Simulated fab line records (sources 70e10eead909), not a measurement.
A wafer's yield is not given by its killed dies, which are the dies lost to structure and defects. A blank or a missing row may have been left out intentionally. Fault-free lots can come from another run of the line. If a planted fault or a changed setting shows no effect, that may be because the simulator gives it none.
Which of the tools did it? + flow nand-harc + 36 wafers sampled from 12 lots at 1 step of a route of 1302

## WHAT EACH GAUGE READ, for each wafer
NHARC_A_ONON_D1_THK_MEAS_21: measures by ellipsometry.
| lot  | measured     | on            | thk-nm (nm)    |
|------|--------------|---------------|----------------|
| L075 | day 8 14:44  | film-metro-02 | 1015 1013 1015 |
| L077 | day 9 13:04  | film-metro-02 | 991 990 993    |
| L079 | day 10 05:36 | film-metro-02 | 988 988 987    |
| L081 | day 11 01:24 | film-metro-01 | 1002 1001 999  |
| L083 | day 12 01:18 | film-metro-01 | 997 994 996    |
| L085 | day 12 20:25 | film-metro-01 | 990 992 991    |
| L087 | day 13 13:58 | film-metro-01 | 996 996 996    |
| L089 | day 14 12:16 | film-metro-02 | 1012 1012 1012 |
| L091 | day 15 07:54 | film-metro-02 | 995 996 996    |
| L093 | day 16 12:14 | film-metro-02 | 1014 1012 1012 |
| L095 | day 17 21:31 | film-metro-01 | 1005 1004 1002 |
| L097 | day 18 01:37 | film-metro-02 | 1001 1005 1002 |

## EACH LOT AND THE TOOL THAT RAN IT (in order: tool; ch and the chambers of the sampled wafers; start)
Before these readings, the record contains no process step.

## THE ANSWER, worked out from the rows above alone
Rule: usual is defined by the lots themselves. The widest of any qualifying gaps counts: lots, ordered by their means at a reading, are off when they make up no more than a third of the lots, leave a main group of 4 or more, and stand apart from it by 3 or more times the standard deviation of that group's means. The tables above print the reading to a certain number of digits; a main group whose means all agree to those digits is not used. Also off: a lot with no number at a reading for which 4 or more lots have one. Where the step has rows for the other lots, those lots are counted as sound.
Nothing can be told from this: no lot is off at any reading shown.

## WHAT WAS PUT IN BY THE SIMULATOR
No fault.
